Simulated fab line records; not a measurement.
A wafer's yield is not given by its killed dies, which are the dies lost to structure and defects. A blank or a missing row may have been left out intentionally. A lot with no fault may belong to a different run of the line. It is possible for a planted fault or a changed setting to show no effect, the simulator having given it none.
A struck lot beside a sound one -- flow nand-harc -- 13 out of 1302 route steps
Sound: these wafers, L963.3, L963.4, L963.6. Struck: wafer L959.1 (L959.4, L959.5, from the same lot, were not struck and are left out); the cause is given at the end.
For every step that has rows: the tool of each side, followed by ch and its chambers, followed by its first start. Under that, the readings that differ: sound wafers -- struck wafers -- difference of the means -- sigmas: that difference in standard deviations of wafers without a fault.
alike: a reading whose means differ by less than 2 such deviations, as well as words and numbers matching on both sides. not compared: withheld readings; readings where some wafer has no value; bounds like >300 that might hide an equal value; numbers whose values overlap and for which the record gives no deviation.
Wherever a step has rows on one side only, a row that says differs or no value, or a row with sigmas, the two part there. Numbers that don't overlap but have no deviation are shown without sigmas and don't part them. A reading that every wafer of one side lacks parts them only if that side has two wafers or more.

first, 2 steps without rows for these wafers: NHARC_A_SOURCE_PLATE_CVD_03 (deposits poly-Si, target thk 200 nm, time 4000 s); NHARC_A_SOURCE_PLATE_ANNEAL_05 (time 1800 s).
NHARC_A_SOURCE_PLATE_THK_MEAS_06: measures by ellipsometry.
  sound on film-metro-02, day 13 00:03; struck on film-metro-01, day 11 02:44
  alike: thk-nm
NHARC_A_SOURCE_PLATE_INSPECT_08:
  sound on defect-inspect-02, day 13 00:08; struck on defect-inspect-01, day 11 02:49
  alike: raw-defect-count
after that, 1 step with no rows for these wafers: NHARC_A_ONON_D1_DEP_00 (target thk 1000 nm).
NHARC_A_ONON_D1_THK_MEAS_02: measures by ellipsometry.
  sound on film-metro-02, day 13 00:43; struck on film-metro-02, day 11 03:23
  alike: thk-nm
after that, 1 step with no rows for these wafers: NHARC_A_ONON_D1_DEP_03 (target thk 1000 nm).
NHARC_A_ONON_D1_THK_MEAS_05: measures by ellipsometry.
  sound on film-metro-01, day 13 01:16; struck on film-metro-02, day 11 03:57
  alike: thk-nm
after that, 1 step with no rows for these wafers: NHARC_A_ONON_D1_DEP_06 (target thk 1000 nm).
NHARC_A_ONON_D1_THK_MEAS_08: measures by ellipsometry.
  sound on film-metro-01, day 13 01:50; struck on film-metro-01, day 11 04:31
  alike: thk-nm
NHARC_A_ONON_D1_DEP_09: target thk 1000 nm.
  sound on pecvd-onon-02 ch 0, day 13 02:01; struck on pecvd-onon-03 ch 0, day 11 04:34
  alike: n2o-flow-sccm
NHARC_A_ONON_D1_THK_MEAS_11: measures by ellipsometry.
  sound on film-metro-02, day 13 02:24; struck on film-metro-01, day 11 05:05
reading,sound,struck,difference,sigmas
thk-nm (nm),982 982 980,1061,+80,+8
after that, 1 step with no rows for these wafers: NHARC_A_ONON_D1_DEP_12 (target thk 1000 nm).

## WHERE THEY PART
Within this record, at NHARC_A_ONON_D1_THK_MEAS_11 only.

WHY: what had been put in by the simulator
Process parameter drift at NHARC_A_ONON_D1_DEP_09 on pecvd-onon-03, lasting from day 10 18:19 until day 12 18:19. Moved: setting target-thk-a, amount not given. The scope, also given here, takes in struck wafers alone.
